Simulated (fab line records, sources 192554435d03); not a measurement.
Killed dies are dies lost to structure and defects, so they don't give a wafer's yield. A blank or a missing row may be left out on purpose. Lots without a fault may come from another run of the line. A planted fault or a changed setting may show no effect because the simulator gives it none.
Problem report in the 8D (eight disciplines) form, filled by code | flow n5_finfet | the parts of the form that need people (team, actions taken, sign-off) are left out

1. THE PROBLEM
exposure_dose_mJ_cm2 at N5_PASSIVATION_EXPOSE_27 reads a mean of 32.91 on 6 wafers of 2 lots; wafers without a fault read 32.30 with a standard deviation of 0.031. That is +20 standard deviations from the usual mean.
The step: exposes mask PAD, defocus 0 nm.
First seen on wafer L482.2, day 14 21:34, on krf_scanner-01. The record holds 18 wafers of 6 lots with a number at this step. Rule for "out", or "out of limits": more than 4 standard deviations from the usual mean. The other wafers with a number count as sound.

2. WHAT IT IS AND WHAT IT IS NOT
question                    | is                     | is not
which readings at this step | exposure_dose_mJ_cm2   | -
which lots                  | L482, L484             | L474, L479, L487, L493
which wafers of those lots  | all that have a number | -
read on which tools         | krf_scanner-01         | krf_scanner-02
when                        | from day 14 21:34      | up to then (6 sound wafers); but 6 sound wafers of L487, L493 came after

3. SUSPECTS, AND WHAT RULES EACH OUT
Counting: a tool at a process step up to the reading stays a suspect if it ran every lot that is out and no sound lot after the first of them.
- pvd_sputter-01 at N5_PASSIVATION_DEGAS_18 (time 60 s): ruled out as a lasting fault. Sound lots L493 ran on it after its first lot that is out, L482 (day 14 21:05).
- pvd_sputter-01 at N5_PASSIVATION_PRE_CLEAN_19: ruled out as a lasting fault. Sound lots L493 ran on it after its first lot that is out, L482 (day 14 21:08).
- pvd_sputter-01 at N5_PASSIVATION_SPUTTER_20 (material TaN, target thk 50 nm): ruled out as a lasting fault. Sound lots L493 ran on it after its first lot that is out, L482 (day 14 21:10).
- pvd_sputter-01 at N5_PASSIVATION_AL_DEP_21 (deposits Al, target thk 2800 nm, time 170 s): ruled out as a lasting fault. Sound lots L493 ran on it after its first lot that is out, L482 (day 14 21:16).
- krf_scanner-01 at N5_PASSIVATION_EXPOSE_27 (exposes mask PAD, defocus 0 nm): kept. It ran every lot that is out, first L482 (day 14 21:34), and no sound lot after that; its last sound lot up to then is L479 (day 13 23:34). Its own readings are out on those wafers: exposure_dose_mJ_cm2.
Left after counting: krf_scanner-01 at N5_PASSIVATION_EXPOSE_27.

4. THE CAUSE (what the simulator had put in)
Process parameter drift: krf_scanner-01, from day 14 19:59 on, at N5_PASSIVATION_EXPOSE_27. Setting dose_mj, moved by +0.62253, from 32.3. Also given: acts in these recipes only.
Counting left only this tool.

5. THE CHAIN OF EFFECTS, in route order
Each row: a reading whose mean over the struck wafers that have a number lies more than 3 standard deviations from the usual. Only readings for which the record gives a usual standard deviation are gone through. hours: the time from each lot's start at the first step in this table that gives one to its start at this step, as a median over the lots. sigmas: the change in usual standard deviations.
hours | step                     | reading              | usual | on struck wafers | change | sigmas
0     | N5_PASSIVATION_EXPOSE_27 | exposure_dose_mJ_cm2 | 32.30 | 32.91            | +0.61  | +20
The process steps in it:
- N5_PASSIVATION_EXPOSE_27: exposes mask PAD, defocus 0 nm.

6. WHAT WOULD HAVE CAUGHT IT SOONER
In this record the first reading out of limits was taken at day 14 21:34, 2 hours after the fault began at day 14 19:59.
